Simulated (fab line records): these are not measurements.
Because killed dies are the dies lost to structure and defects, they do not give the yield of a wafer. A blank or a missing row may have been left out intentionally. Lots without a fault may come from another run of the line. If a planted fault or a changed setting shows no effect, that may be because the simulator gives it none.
Chamber matching | flow n5-finfet | rie-diel-02 running N5_BEOL_M6_ETCH_72: 4 sister chambers
The step etches underlayer in N2/H2, target depth 6.5 nm, time 5.2 s. 14 wafers are shown with their chamber, then 7 later ones without.

WAFERS WITH THEIR CHAMBER
wafer  | chamber | drypump-motor-current-A (A) | showerhead-plenum-p-Torr (Torr) | throttle-valve-pct (%)
L075.2 | 0       | 6.4                         | 2.49                            | 18.07
L075.3 | 2       | 5.6                         | 2.49                            | 18.00
L075.6 | 0       | 6.5                         | 2.49                            | 18.09
L076.1 | 2       | 5.6                         | 2.49                            | 17.98
L076.3 | 3       | 4.9                         | 2.58                            | 17.59
L076.4 | 2       | 5.6                         | 2.49                            | 17.98
L081.3 | 1       | 5.7                         | 2.59                            | 17.40
L081.4 | 1       | 5.7                         | 2.59                            | 17.42
L081.5 | 0       | 6.4                         | 2.48                            | 18.11
L086.2 | 1       | 5.7                         | 2.59                            | 17.43
L086.4 | 3       | 4.9                         | 2.56                            | 17.59
L086.6 | 1       | 5.7                         | 2.59                            | 17.43
L090.2 | 0       | 6.4                         | 2.47                            | 18.15
L090.5 | 2       | 5.6                         | 2.48                            | 17.62

SIGNATURES (averages over the wafers above)
reading                  | chamber 0 | chamber 1 | chamber 2 | chamber 3 | scatter within a chamber
drypump-motor-current-A  | 6.425     | 5.700     | 5.600     | 4.900     | 0.0274
showerhead-plenum-p-Torr | 2.4825    | 2.5900    | 2.4875    | 2.5700    | 0.00742
throttle-valve-pct       | 18.1050   | 17.4200   | 17.8950   | 17.5900   | 0.103
Rule: for each reading, subtract the chamber's mean from the wafer's reading, divide by that reading's scatter and square the result; add these up over the readings and take the root, which gives the wafer's distance from the chamber. The wafer belongs to the nearest chamber; if the next one is less than 2 further off, it can't be placed. How the scatter is found: for the shown wafers, subtract from each reading the mean of its chamber, square and add these, divide the total by (wafers less chambers), then take the root.

WAFERS WITHOUT THEIR CHAMBER
wafer  | drypump-motor-current-A (A) | showerhead-plenum-p-Torr (Torr) | throttle-valve-pct (%)
L090.6 | 5.7                         | 2.58                            | 17.47
L094.2 | 4.9                         | 2.56                            | 17.64
L094.3 | 5.6                         | 2.47                            | 17.58
L094.5 | 6.5                         | 2.47                            | 18.17
L095.4 | 5.7                         | 2.58                            | 17.50
L095.5 | 6.5                         | 2.47                            | 18.16
L095.6 | 4.9                         | 2.55                            | 17.62

WHICH CHAMBER EACH WENT THROUGH
wafer  | from the rows above | in truth
L090.6 | 1                   | 1
L094.2 | 3                   | 3
L094.3 | 2                   | 2
L094.5 | 0                   | 0
L095.4 | 1                   | 1
L095.5 | 0                   | 0
L095.6 | 3                   | 3
Correct placement for 7 of the 7. Left unplaced by these rows: 0. Number placed wrongly: 0.
